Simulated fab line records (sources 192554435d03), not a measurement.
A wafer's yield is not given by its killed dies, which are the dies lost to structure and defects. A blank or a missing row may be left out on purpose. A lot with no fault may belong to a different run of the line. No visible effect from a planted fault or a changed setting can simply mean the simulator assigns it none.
fab line records + flow n5-finfet
record:
- lots: 4
- wafers: 12
- last-day: 19
route steps=1938 shown MOL_CONTACT_COAG@605 BEOL_M0_SAQP@632 PASSIVATION@1936
lots that met no fault: taken from a fault-free run of the same line
start-h: start of the lot's first displayed wafer, in hours after the record's first day + wait-h: hours from the lot's prior step to this one + " the same as in the row above + L1.1+2: a single row standing in for several wafers + - either no value or no given start + * or withheld: withheld + < > ~ a bound
route shown NAME@n: NAME is a module with steps in the file, n the number in the route of the first one + usual: mean/standard deviation taken from wafers without a fault + same: alike in all rows + chamber/n: place in a boat + sites: the reading at each site + _std_site: their standard deviation + _edge_site: mean of outer sites minus mean of inner sites + radius-mm: how far each site lies from the wafer's centre + mask NAME#n: copy n + behind: tool/chamber where the wafer was last shaped + hold: the reason the lot was held/the length of the hold in hours/how it ended + device: names the non-switching transistor (n, p or np) + end of line: the tests these same wafers got at the end of their route + for a step that has no rows: nothing shown but its recipe + killed: not the wafer's yield, but the dies lost to structure and defects at the first sort + map: per-die view of a wafer (x killed, . not killed, _ where there is no die)
set.NAME: the run value of the setting; set.NAME@STEP: its run value at that earlier step + model.NAME: the simulator's own value behind a step, which no gauge read
lots at selected steps of the route; one table per step, one row per wafer
services: a tool's chamber out of use, with start hour (start-h, from the record's first day; less than 0 if before it), hours out, and reason
== steps ==
step: N5_MOL_CONTACT_COAG_DESCUM_45
recipe:
- chemistry: O2
- time-s: 7
- source-power-w: 50
- bias-power-w: 20
- pressure-mtorr: 20
- rf-frequency-hz: 2.712e+07
- temp-c: 40
- resist: CAR-EUV
- o2-flow-sccm: 225
step: N5_MOL_CONTACT_COAG_ETCH_65
recipe:
- chemistry: N2/H2
- target: underlayer
- target-depth-a: 130
- mask-material: CAR-EUV
- time-s: 10.4
- ion-energy-ev: 200
- pressure-mtorr: 30
- source-w: 840
- bias-w: 150
- n2-flow-sccm: 200
- h2-flow-sccm: 200
- ends: cleared
step: N5_MOL_CONTACT_COAG_ETCH_66
recipe:
- chemistry: CF4
- target: SiARC
- target-depth-a: 130
- mask-material: CAR-EUV
- time-s: 21.7
- ion-energy-ev: 80
- pressure-mtorr: 40
- source-w: 545
- bias-w: 36
- Ar_flow_sccm: 100
- cf4-flow-sccm: 100
- ends: cleared
step: N5_MOL_CONTACT_COAG_ALD_133
recipe:
- material: SiO2
- target-thk-a: 50
- temp-c: 100
- ald-precursor-family: BDEAS
- ald-co-reactant: O2-plasma
- pulse-time-s: 1
- co-reactant-pulse-time-s: 1
- purge-time-s: 2
- co-reactant-purge-time-s: 2
- ald-cycles: 35
- pressure-torr: 2
step: N5_MOL_CONTACT_COAG_ETCHBACK_134
recipe:
- chemistry: CHF3
- target: SiO2
- target-depth-a: 100
- time-s: 6.7
- ion-energy-ev: 200
- pressure-mtorr: 30
- source-w: 610
- bias-w: 170
- Ar_flow_sccm: 200
- CHF3_flow_sccm: 50
step: N5_MOL_CONTACT_COAG_ETCH_67
recipe:
- chemistry: N2/H2
- target: SOC
- target-depth-a: 600
- overetch-a: 210
- mask-material: SiARC
- temp-c: 40
- time-s: 101.2
- ion-energy-ev: 200
- pressure-mtorr: 30
- source-w: 840
- bias-w: 150
- n2-flow-sccm: 200
- h2-flow-sccm: 200
step: N5_MOL_CONTACT_COAG_STRIP_68
recipe:
- chemistry: N2/H2
- temp-c: 40
- n2-flow-sccm: 200
- h2-flow-sccm: 200
- rf-frequency-hz: 6e+07
step: N5_MOL_CONTACT_COAG_STRIP_69
recipe:
- chemistry: N2/H2
- temp-c: 40
- n2-flow-sccm: 200
- h2-flow-sccm: 200
- rf-frequency-hz: 6e+07
step: N5_MOL_CONTACT_COAG_ETCHBACK_136
recipe:
- chemistry: CHF3
- target: SiO2
- target-depth-a: 250
- time-s: 16.7
- ion-energy-ev: 200
- pressure-mtorr: 30
- source-w: 610
- bias-w: 170
- Ar_flow_sccm: 200
- CHF3_flow_sccm: 50
step: N5_MOL_CONTACT_COAG_STRIP_120
recipe:
- chemistry: CHF3
- resist: SiARC
- rf-frequency-hz: 6e+07
step: N5_MOL_CONTACT_COAG_VIA_ETCH_117
recipe:
- chemistry: C4F6/O2
- target-depth-a: 400
- overetch-a: 80
- mask-material: SOC
- target: SiO2
- bias-w: 455
- pressure-mtorr: 10
- time-s: 26
- source-w: 325
- Ar_flow_sccm: 300
- C4F6_flow_sccm: 10
- O2_flow_sccm: 10
- ion-energy-ev: 575.3
- ends: end-point
usual:
- drypump-motor-current-A: 5.8/0.54
- oes-product-au: 0.69/0.065
- rf-vpp-V: 1584/15
- showerhead-plenum-p-Torr: 2.84/0.087
- throttle-valve-pct: 41.07/0.29
| lot.wafer | tool        | chamber | start-h | wait-h | drypump-motor-current-A | oes-product-au | rf-hours-counter-h | rf-vpp-V | showerhead-plenum-p-Torr | throttle-valve-pct |
|-----------|-------------|---------|---------|--------|-------------------------|----------------|--------------------|----------|--------------------------|--------------------|
| L218.2    | rie-diel-04 | 1       | 164.88  | 0.0    | 6.3                     | 0.71           | 105                | 1595     | 2.87                     | 41.64              |
| L218.4    | "           | 0       | "       | "      | 5.8                     | 0.64           | 205                | 1595     | 2.71                     | 41.21              |
| L218.6    | "           | 3       | "       | "      | 6.0                     | 0.65           | -                  | 1576     | 2.94                     | 40.84              |
| L219.1    | rie-diel-04 | 3       | 169.75  | 0.0    | 6.0                     | 0.65           | 205                | 1575     | 2.94                     | 40.83              |
| L219.2    | "           | 1       | "       | "      | 6.2                     | 0.71           | 107                | 1592     | 2.87                     | 41.64              |
| L219.3    | "           | 2       | "       | "      | 5.3                     | 0.64           | 215                | 1584     | 2.70                     | 41.32              |
| L224.2    | rie-diel-04 | 1       | 197.33  | 0.0    | 6.2                     | 0.70           | 115                | 1595     | 2.86                     | 41.64              |
| L224.3    | "           | 0       | "       | "      | 5.8                     | 0.63           | 215                | 1593     | 2.70                     | 41.21              |
| L224.5    | "           | 3       | "       | "      | 6.0                     | 0.64           | -                  | 1576     | 2.93                     | 40.83              |
| L229.1    | rie-diel-01 | 2       | 225.60  | 0.0    | 5.2                     | 0.76           | 76                 | 1565     | 2.87                     | 41.42              |
| L229.3    | "           | 3       | "       | "      | 5.7                     | 0.64           | 212                | 1601     | 2.80                     | 40.82              |
| L229.4    | "           | 2       | "       | "      | 5.2                     | 0.75           | -                  | 1564     | 2.87                     | 41.43              |
step: N5_MOL_CONTACT_COAG_ETCH_124
recipe:
- chemistry: CH3F/O2
- target: SiNx
- target-depth-a: 65
- mask-material: SOC
- stop-on: SiOC
- over-etch-frac: 0.3
- ion-energy-ev: 120
- pressure-mtorr: 30
- source-w: 395
- bias-w: 73
- Ar_flow_sccm: 150
- CH3F_flow_sccm: 30
- O2_flow_sccm: 20
- ends: end-point
step: N5_MOL_CONTACT_COAG_ETCH_48
recipe:
- chemistry: C4F6/O2
- target-depth-a: 150
- overetch-a: 45
- mask-material: SOC
- target: SiOC
- bias-w: 465
- pressure-mtorr: 10
- time-s: 17
- source-w: 335
- Ar_flow_sccm: 300
- C4F6_flow_sccm: 10
- O2_flow_sccm: 10
- ion-energy-ev: 576
step: N5_MOL_CONTACT_COAG_STRIP_72
recipe:
- chemistry: N2/H2
- power-w: 450
- temp-c: 40
- pressure-mtorr: 20
- rf-frequency-hz: 6e+07
- overash-fraction: 3
- bias-power-w: 7
- h2-frac: 0.5
- n2-flow-sccm: 200
- h2-flow-sccm: 200
step: N5_MOL_CONTACT_COAG_STRIP_49
recipe:
- chemistry: N2/H2
- time-s: 30
- power-w: 1000
- temp-c: 250
- pressure-mtorr: withheld
- n2-flow-sccm: 1750
- h2-flow-sccm: 3250
step: N5_MOL_CONTACT_COAG_PRECLEAN_138
recipe:
- chemistry: alkaline-clean
- temp-c: 60
- time-s: 60
- do-ppb: 50
step: N5_MOL_CONTACT_COAG_SRD_139
recipe:
- dry: ipa-marangoni
- time-s: 30
- temp-c: 23
- rinse-liquid: diw
step: N5_MOL_CONTACT_COAG_PRE_CLEAN_121
recipe:
- gas: H2/He
- time-s: *
- temp-c: withheld
step: N5_MOL_CONTACT_COAG_CVD_140
recipe:
- material: W
- target-thk-a: 665
- mode: selective-fill
- temp-c: 300
- time-s: 215
step: N5_MOL_CONTACT_COAG_PRECLEAN_127
recipe:
- chemistry: DIW
- time-s: 57.5
- temp-c: 23
step: N5_MOL_CONTACT_COAG_SRD_128
recipe:
- dry-time-s: 32
- dry: n2-spin
- spin-rpm: 1500
step: N5_MOL_CONTACT_COAG_CMP_52
recipe:
- stop-on: SiO2
- t-overpolish-s: 1.5
- post-cmp-clean: w-dilute-nh4oh
- down-force-psi: 4
- platen-rpm: 50.289
- pad-velocity-m-s: 1.0006
- target-thk-nm: 66.5
step: N5_MOL_CONTACT_COAG_ANNEAL_112
recipe:
- temp-c: 400
- time-s: 1800
- ambient: HPD2
- pressure-atm: 10
step: N5_BEOL_M0_SAQP_PECVD_00
recipe:
- material: SiCN
- target-thk-a: 80
- temp-c: withheld
- precursor: 3MS/NH3
- pressure-torr: 3
- rf-w: 202
- time-s: 14
step: N5_BEOL_M0_SAQP_ILD_DEP_01
recipe:
- material: SiOC
- target-thk-a: 454.19
- temp-c: 350
- precursor: DEMS/O2
- pressure-torr: 5
- rf-w: 500
- time-s: 8.7
step: N5_BEOL_M0_SAQP_HM_DEP_02
recipe:
- material: TiN
- target-thk-a: 120
- temp-c: 25
- chamber-pressure-pa: 0.49996
step: N5_BEOL_M0_SAQP_PECVD_03
recipe:
- material: SiCN
- target-thk-a: 120
- temp-c: withheld
- precursor: 3MS/NH3
- pressure-torr: 3
- rf-w: 202
- time-s: 21.1
step: N5_BEOL_M0_SAQP_PECVD_96
recipe:
- material: a-Si
- target-thk-a: 450
- temp-c: 350
- precursor: SiH4/He
- pressure-torr: 3
- rf-w: 100
- time-s: 45.2
step: N5_BEOL_M0_SAQP_PECVD_97
recipe:
- material: SiNx
- target-thk-a: 230
- temp-c: 350
- precursor: SiH4/NH3/N2
- pressure-torr: 1.5
- rf-w: 300
- time-s: 19.9
step: N5_BEOL_M0_SAQP_PECVD_04
recipe:
- material: a-Si
- target-thk-a: 600
- temp-c: 350
- precursor: SiH4/He
- pressure-torr: 3
- rf-w: 100
- time-s: 60.2
step: N5_BEOL_M0_SAQP_HM_DEP_111
recipe:
- material: SiO2
- target-thk-a: 120
- temp-c: 400
- precursor: SiH4/N2O
- pressure-torr: 0.75
- rf-w: 275
- time-s: 7.2
step: N5_BEOL_M0_SAQP_COAT_81
recipe:
- resist: SOC
- temp-c: 250
- time-s: 60
- spin-rpm: 1500
- resist-thk-nm: 100
step: N5_BEOL_M0_SAQP_COAT_82
recipe:
- resist: SiARC
- temp-c: 220
- time-s: 60
- spin-rpm: 1500
- resist-thk-nm: 30
step: N5_BEOL_M0_SAQP_COAT_08
recipe:
- resist: CAR-ArF
- spin-rpm: 1500
- resist-thk-nm: 90
step: N5_BEOL_M0_SAQP_EBR_10
recipe:
- solvent: PGMEA
- ebr-width-mm: 1.5
step: N5_PASSIVATION_PROBE_49
usual:
- defect-limited-yield: 91.2/1.4
- killed_at_M0_to_M3: 36/11
- killed_at_M4_up: 14/5.6
- killed-at-contacts: 12/5.9
- killed-at-front-end: 38/13
- killed-at-other: 3.5/2.7
- killed-dies: 104/17
- killed-on-rim: 14/3.9
- killed-open: 68/12
- killed-short: 34/8.2
- sort_bin_5_function: 5.1/0.95
- sort_bin_6_memory: 3.3/0.7
- sort_bin_8_speed: 0.00/0.007
- sort-n-pass: 1076/17
- sort-yield-pct: 91.2/1.4
same:
- gross-dies: 1180
- killed-at-back-side: 0
- sort_bin_4_leakage[%]: 0
| lot.wafer | tool      | chamber | start-h | wait-h | defect-limited-yield[%] | killed_at_M0_to_M3 | killed_at_M4_up | killed-at-contacts | killed-at-front-end | killed-at-other | killed-dies | killed-on-rim | killed-open | killed-short | sort_bin_5_function[%] | sort_bin_6_memory[%] | sort_bin_8_speed[%] | sort-n-pass | sort-yield-pct[%] |
|-----------|-----------|---------|---------|--------|-------------------------|--------------------|-----------------|--------------------|---------------------|-----------------|-------------|---------------|-------------|--------------|------------------------|----------------------|---------------------|-------------|-------------------|
| L219.1    | prober-01 | -       | 410.86  | 0.0    | 81.2                    | 20                 | 21              | 151                | 23                  | 7               | 222         | 16            | 58          | 27           | 11.9                   | 4.4                  | 0                   | 958         | 81.2              |
| L219.2    | prober-01 | -       | 410.91  | 0.1    | 84.2                    | 28                 | 19              | 84                 | 49                  | 6               | 186         | 33            | 67          | 39           | 9.2                    | 3.7                  | 0                   | 994         | 84.2              |
| L219.3    | prober-01 | -       | 410.96  | 0.1    | 88.3                    | 18                 | 12              | 77                 | 28                  | 3               | 138         | 27            | 50          | 22           | 6.1                    | 3.6                  | 0                   | 1042        | 88.3              |
| L224.2    | prober-01 | -       | 429.88  | 0.1    | 86.0                    | 33                 | 10              | 89                 | 33                  | 0               | 165         | 35            | 53          | 29           | 8.4                    | 3.2                  | 0                   | 1015        | 86.0              |
| L224.3    | prober-01 | -       | 429.93  | 0.1    | 81.5                    | 28                 | 18              | 141                | 28                  | 3               | 218         | 12            | 52          | 30           | 11.2                   | 4.8                  | 0                   | 962         | 81.5              |
| L224.5    | prober-01 | -       | 430.03  | 0.2    | 81.9                    | 27                 | 7               | 156                | 22                  | 2               | 214         | 7             | 41          | 27           | 11.1                   | 3.9                  | 0                   | 966         | 81.9              |
killed by level:class
L219.1 MOL_CONTACT_COAG:unspecified=134 BEOL_M4:geometric-particle:open=12 MOL_CONTACT_COAG:geometric-particle:open=11 FIN_SAQP:geometric-particle:open=8 MOL_CONTACT_COAG:geometric-particle:short=6 STARTING-WAFER:geometric-particle:short=5 BEOL_M0:geometric-particle:open=5 BEOL_M1:geometric-particle:open=4
L219.2 MOL_CONTACT_COAG:unspecified=77 BEOL_M0_SAQP:geometric-particle:short=12 FIN_SAQP:geometric-particle:open=7 GATE_CUT:geometric-particle:open=7 MOL_CONTACT_COAG:geometric-particle:open=7 BEOL_M4:geometric-particle:open=6 STI_FIN_REVEAL:geometric-particle:open=5 STARTING-WAFER:geometric-particle:open=5
L219.3 MOL_CONTACT_COAG:unspecified=65 MOL_CONTACT_COAG:geometric-particle:open=10 FIN_SAQP:geometric-particle:open=7 BEOL_M4:geometric-particle:open=7 GATE_CUT:geometric-particle:short=4 BEOL_M0_SAQP:geometric-particle:open=4 BEOL_M2:geometric-particle:open=4 FIN_SAQP:geometric-particle:short=3
L224.2 MOL_CONTACT_COAG:unspecified=82 FIN_SAQP:geometric-particle:open=7 BEOL_M0_SAQP:geometric-particle:short=7 BEOL_M2:geometric-particle:open=7 FIN_SAQP:geometric-particle:short=6 BEOL_M0_SAQP:geometric-particle:open=6 BEOL_M1:geometric-particle:open=6 DUMMY_GATE:geometric-particle:open=5
L224.3 MOL_CONTACT_COAG:unspecified=134 BEOL_M0_SAQP:geometric-particle:short=8 DUMMY_GATE:geometric-particle:open=7 BEOL_M2:geometric-particle:open=7 MOL_CONTACT_COAG:geometric-particle:open=5 BEOL_M5:geometric-particle:open=5 FIN_SAQP:geometric-particle:open=4 BEOL_M0_SAQP:geometric-particle:open=4
L224.5 MOL_CONTACT_COAG:unspecified=144 MOL_CONTACT_COAG:geometric-particle:open=8 BEOL_M1:geometric-particle:short=8 BEOL_M1:geometric-particle:open=6 MOL_CONTACT_COAG:geometric-particle:short=4 BEOL_M2:geometric-particle:open=4 FIN_SAQP:geometric-particle:short=3 FIN_SAQP:geometric-particle:open=3
map L219.1 (x killed, . not)
_________________....x..x.x..________________
______________.............xx..._____________
___________.....x....x.....x.......__________
__________............x...........x._________
________........x....................x_______
_______..................x.............______
______............................x....x_____
_____..................x......x........x.____
____.............x.................x..x..x___
___....x...................................__
___..x..............................x.x....__
__..................x......................._
__...................xx.........x........x.._
_..........................x...x....xx.......
_..x.......................x...x....x..x.....
_........................x...................
_..............x........x....................
_........xx.....x................xx......xx..
_............xx.xx.xxxxx..x..................
_......x.x.x.xxxxxxxxx.......x...............
_x........x.xxxxxxxxxxx...x....x.....x.......
__........xxxxxxxxxxx.xx.x...x.............._
__.....x..xxxxxxxxxxxxxx.x..x......x....x..._
___....x..xxxxxxxxxxxxxx..x................__
___.x.x...xxxxxxxxxxxxxxx................x.__
____......xxxxxxxxxxxxx..x............x...___
_____.....x.xxxxxxxxxxxxx................____
______..xx.xxxxxxxxxxx.x..x..x.........._____
_______...x..xxx.xxx.x.................______
________...x.x...xxxx................._______
__________......x........x........x._________
___________........................__________
______________.................._____________
_________________...x.x...x..________________
map L224.3 (x killed, . not)
_________________............________________
______________x..x.............x_____________
___________.....x....x.x......x.x..__________
__________....x....................._________
________....xx...............x........_______
_______...............x................______
______....x............................x_____
_____.x..............x........x.....x....____
____............x..........x.....x........___
___x...............................x.......__
___x..x.......x.........................x..__
__....x....x.x..............x..............._
__......x.....xx..x...x...x.....x....x......_
_...........x...x.......x..x.....x....x......
_....................................x.......
_.......................x....................
_............x..x............................
_....x........x.x.................x.....x....
_...........xxxxxxx..........x..x....x.......
_...x......xxxxxxxx.xx...................x...
_..........xxxxxxxxxxx..x...................x
__........xxxxxxxxxxxx...x.......x.......x.._
__........xxxxxxxxxxxxx.x...x............x.._
___........xxxxxxxxxxxx..x.............x...__
___.....xxxxxxxxxxxxxxxx............x.....x__
____........xxxxxxxxxxxxx............x....___
_____...x.xxxxxxxxxxxx.x........x........____
______......xxxxxxx.xxx.x..............._____
_______.....x.x.xxxx..x......x.........______
________......x.xx.xxxx..............._______
__________..x......xx..........x.x.._________
___________.x...x..........x.x.....__________
______________................x._____________
_________________............________________
== services ==
| tool        | chamber | start-h | hours | kind   |
|-------------|---------|---------|-------|--------|
| rie-diel-04 | 3       | 203.78  | 9.4   | repair |
| rie-diel-04 | 3       | 215.41  | 11.3  | repair |
| rie-diel-01 | 1       | 219.97  | 25.1  | repair |
== key ==
first-sign:
- step: N5_PASSIVATION_PROBE_49
- reading: killed-at-contacts
- direction: up
- sigmas: 18
- usual: 12
- struck: 116
effect:
- step: N5_PASSIVATION_PROBE_49
- reading: defect-limited-yield
- direction: down
- sigmas: 5.1
- usual: 91.2
- struck: 83.9
more-kills-born-at:
- N5_MOL_CONTACT_COAG_VIA_ETCH_117@rie-diel-04: 636
met-at N5_MOL_CONTACT_COAG_VIA_ETCH_117
struck-wafers L219.1,L219.2,L219.3,L224.2,L224.3,L224.5
onset-between 164.88 169.75
fault:
- kind: chamber-particle-source
- tool: rie-diel-04
- chamber: -
- onset-h: 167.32
- steps: N5_MOL_CONTACT_COAG_VIA_ETCH_117
- rate-per-visit-cm2: 1.2759
- end-h: 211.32
